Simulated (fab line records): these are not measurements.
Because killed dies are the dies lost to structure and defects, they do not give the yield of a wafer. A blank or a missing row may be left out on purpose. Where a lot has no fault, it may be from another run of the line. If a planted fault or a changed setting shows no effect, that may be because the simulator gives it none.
The tool behind it: which one? ; flow nand harc ; 11 lots, 33 wafers sampled, at 6 steps of a route of 1302

WHAT THE GAUGES SHOWED, per wafer
NHARC_A_SLIT_INSPECT_11. Usual: raw defect count reads 54 (standard deviation 28).
lot;measured;on;raw defect count;flag
L825;day 20 10:05;defect inspect-01;56 63 61;
L826;day 20 16:59;defect inspect-01;63 70 73;
L829;day 22 04:45;defect inspect-01;267 281 266 266 283 262;OFF
L833;day 23 07:09;defect inspect-02;350 324 346 346 326 341;OFF
L838;day 25 13:14;defect inspect-02;48 46 48;
L841;day 26 12:21;defect inspect-02;88 95 80;
L840;day 26 12:11;defect inspect-01;57 70 68;
L843;day 27 12:55;defect inspect-02;58 46 67;
L844;day 28 11:55;defect inspect-01;57 68 68;
L846;day 29 00:00;defect inspect-01;56 58 54;
L847;day 29 00:52;defect inspect-02;33 34 35;

NHARC_END_SORT_01. Usual: killed at array 58, standard deviation 22; killed at other 1.0, standard deviation 1.3; killed at periphery 5, standard deviation 3.4; killed dies 64, standard deviation 22; killed open 3.6, standard deviation 1.8; killed short 2.4, standard deviation 1.7.
lot;measured;on;killed at array;killed at other;killed at periphery;killed dies;killed open;killed short;flag
L829;day 27 17:24;prober-01;95 102 101;4 2 0;4 6 2;103 110 103;8 6 3;1 2 3;
L833;day 29 05:14;prober-02;117 107 132;2 2 2;2 5 2;121 114 136;2 1 1;0 2 0;

WHICH TOOL RAN EACH LOT (tool, then ch and the chambers of the sampled wafers, then the start)
lot;NHARC_A_STAIRCASE_ETCHBACK_422;NHARC_A_SLIT_DEP_00;NHARC_A_SLIT_ETCH_15;NHARC_A_WL_FILL_CVD_03
L825;rie diel-01 ch 2,3, day 19 19:27;acl dep-02 ch 0, day 20 06:41;rie diel-13 ch 0,1,3, day 21 00:46 or earlier;cvd w-01 ch 0,1, day 21 00:46
L826;rie diel-02 ch 0,1,3, day 20 03:18;acl dep-01 ch 0, day 20 12:26;rie diel-08 ch 0,3, day 21 06:58 or earlier;cvd w-02 ch 0,1, day 21 06:58
L829;rie diel-10 ch 1,2,3, day 21 14:12;acl dep-02 ch 0, day 21 23:47;rie diel-08 ch 0,1,3, day 22 23:18 or earlier;cvd w-02 ch 0,1, day 22 23:18
L833;rie diel-10 ch 0,1, day 22 15:22;acl dep-02 ch 0, day 23 03:55;rie diel-08 ch 0,1,2, day 24 02:51 or earlier;cvd w-02 ch 0,1, day 24 02:51
L838;rie diel-10 ch 0,1,3, day 24 21:49;acl dep-03 ch 0, day 25 09:23;rie diel-06 ch 0,2, day 26 03:00 or earlier;cvd w-01 ch 0, day 26 03:00
L841;rie diel-02 ch 1,2, day 25 20:45;acl dep-01 ch 0, day 26 07:39;rie diel-06 ch 0,1, day 27 02:17 or earlier;cvd w-02 ch 0,1, day 27 02:17
L840;rie diel-01 ch 2,3, day 26 01:06;acl dep-03 ch 0, day 26 07:39;rie diel-08 ch 0,3, day 27 02:26 or earlier;cvd w-01 ch 0,1, day 27 02:26
L843;rie diel-10 ch 0,1, day 26 22:56;acl dep-02 ch 0, day 27 08:10;rie diel-08 ch 0,2, day 28 07:02 or earlier;cvd w-02 ch 0,1, day 28 07:02
L844;rie diel-10 ch 0,2,3, day 27 21:45;acl dep-02 ch 0, day 28 08:00;rie diel-06 ch 0,2,3, day 29 02:22 or earlier;cvd w-02 ch 0,1, day 29 02:22
L846;rie diel-02 ch 0,1,2, day 28 05:58;acl dep-01 ch 0, day 28 20:08;rie diel-13 ch 0,3, day 29 14:15 or earlier;cvd w-01 ch 0,1, day 29 14:15
L847;rie diel-10 ch 1,2,3, day 28 06:04;acl dep-02 ch 0, day 28 21:40;rie diel-08 ch 0,1,2, day 29 14:15 or earlier;cvd w-02 ch 0,1, day 29 14:15
- NHARC_A_STAIRCASE_ETCHBACK_422: etches the open film in CH3F/O2, target depth 40 nm, time 74.286 s.
- NHARC_A_SLIT_DEP_00: deposits aC, target thk 6200 nm.
- NHARC_A_SLIT_ETCH_15: etches the open film in O2/COS, target depth 6200 nm, time 1612 s.
- NHARC_A_WL_FILL_CVD_03: deposits W, target thk 40 nm, time 279 s.

AS READ BY THE TOOLS THEMSELVES (means over the sampled wafers that have a number; for cases with no such wafer, the mark the record gives instead)
NHARC_A_STAIRCASE_ETCHBACK_422. Usual: drypump motor current A 5.7 A, standard deviation 0.38; oes product au 0.96 a.u., standard deviation 0.033; rf vpp V 245.1 V, standard deviation 1.8; showerhead plenum p Torr 2.51 Torr, standard deviation 0.11; throttle valve pct 20.663 %, standard deviation 0.0087.
lot;tool;drypump motor current A (A);oes product au (a.u.);rf vpp V (V);showerhead plenum p Torr (Torr);throttle valve pct (%);flag
L825;rie diel-01;5.7;0.99;246.6;2.62;20.658;
L826;rie diel-02;5.9;0.93;244.8;2.49;20.667;
L829;rie diel-10;5.7;0.96;245.4;2.55;20.659;
L833;rie diel-10;5.6;1.00;246.4;2.57;20.665;
L838;rie diel-10;5.7;0.93;244.3;2.53;20.647;
L841;rie diel-02;6.2;1.02;242.6;2.35;20.665;
L840;rie diel-01;5.8;1.00;246.3;2.60;20.659;
L843;rie diel-10;5.5;0.99;245.4;2.56;20.668;
L844;rie diel-10;5.6;0.99;246.6;2.58;20.668;
L846;rie diel-02;6.2;0.93;242.6;2.36;20.660;
L847;rie diel-10;5.7;0.99;246.0;2.53;20.658;

NHARC_A_SLIT_DEP_00. Usual: throttle valve pct reads 35.000 % (standard deviation 0.0094).
lot;tool;throttle valve pct (%);flag
L825;acl dep-02;34.998;
L826;acl dep-01;35.000;
L829;acl dep-02;34.986;
L833;acl dep-02;34.999;
L838;acl dep-03;35.008;
L841;acl dep-01;35.001;
L840;acl dep-03;34.997;
L843;acl dep-02;34.994;
L844;acl dep-02;34.990;
L846;acl dep-01;34.999;
L847;acl dep-02;35.006;

NHARC_A_SLIT_ETCH_15. Usual: drypump motor current A 6.0 A, standard deviation 0.46; oes product au 0.994 a.u., standard deviation 0.012; rf vpp V 313.7 V, standard deviation 1.8; showerhead plenum p Torr 3.09 Torr, standard deviation 0.12; throttle valve pct 28.331 %, standard deviation 0.0095.
lot;tool;drypump motor current A (A);oes product au (a.u.);rf vpp V (V);showerhead plenum p Torr (Torr);throttle valve pct (%);flag
L825;rie diel-13;6.1;0.990;315.8;3.22;28.331;
L826;rie diel-08;5.9;0.999;314.0;3.17;28.328;
L829;rie diel-08;5.8;1.000;313.2;3.09;28.326;
L833;rie diel-08;5.7;0.995;314.7;3.14;28.329;
L838;rie diel-06;6.5;0.980;312.8;2.97;28.331;
L841;rie diel-06;5.8;0.984;312.1;2.94;28.321;
L840;rie diel-08;5.8;0.992;313.3;3.06;28.331;
L843;rie diel-08;5.5;1.002;314.4;3.18;28.326;
L844;rie diel-06;6.6;0.998;313.2;3.03;28.333;
L846;rie diel-13;6.0;0.981;314.1;3.14;28.327;
L847;rie diel-08;5.7;1.014;314.8;3.14;28.330;

NHARC_A_WL_FILL_CVD_03. Usual: heater power w 452 W, standard deviation 12; throttle valve pct 7.8 %, standard deviation 0.34.
lot;tool;heater power w (W);throttle valve pct (%);flag
L825;cvd w-01;456;8.2;
L826;cvd w-02;446;7.5;
L829;cvd w-02;451;7.7;
L833;cvd w-02;456;7.7;
L838;cvd w-01;456;8.2;
L841;cvd w-02;451;7.7;
L840;cvd w-01;448;8.0;
L843;cvd w-02;467;7.7;
L844;cvd w-02;449;7.5;
L846;cvd w-01;448;8.1;
L847;cvd w-02;464;7.5;

THE ANSWER, worked out from the rows above alone
Rule: take the mean of a lot's wafers that have a number; if it is more than 3 standard deviations from the usual mean, the lot is off. Also off: a lot with no number at a reading for which 4 or more lots have one. All remaining lots with rows at the step are treated as sound. The gauges are gone through in route order, then the tools' own readings, and for those a lot's mean is taken as printed above. The first step at which some lot is off is used, and at that step the reading that is off furthest; a lot without a number counts as furthest.
Off: L829, L833 (NHARC_A_SLIT_INSPECT_11, raw defect count).
A tool fits if, at a process step before that reading, it ran every lot that is off, and no sound lot after the first of them. Gauges at NHARC_A_SLIT_INSPECT_11: tried the same way as those tools. No candidate that was tried fits.

WHAT THE SIMULATOR HAD INSERTED
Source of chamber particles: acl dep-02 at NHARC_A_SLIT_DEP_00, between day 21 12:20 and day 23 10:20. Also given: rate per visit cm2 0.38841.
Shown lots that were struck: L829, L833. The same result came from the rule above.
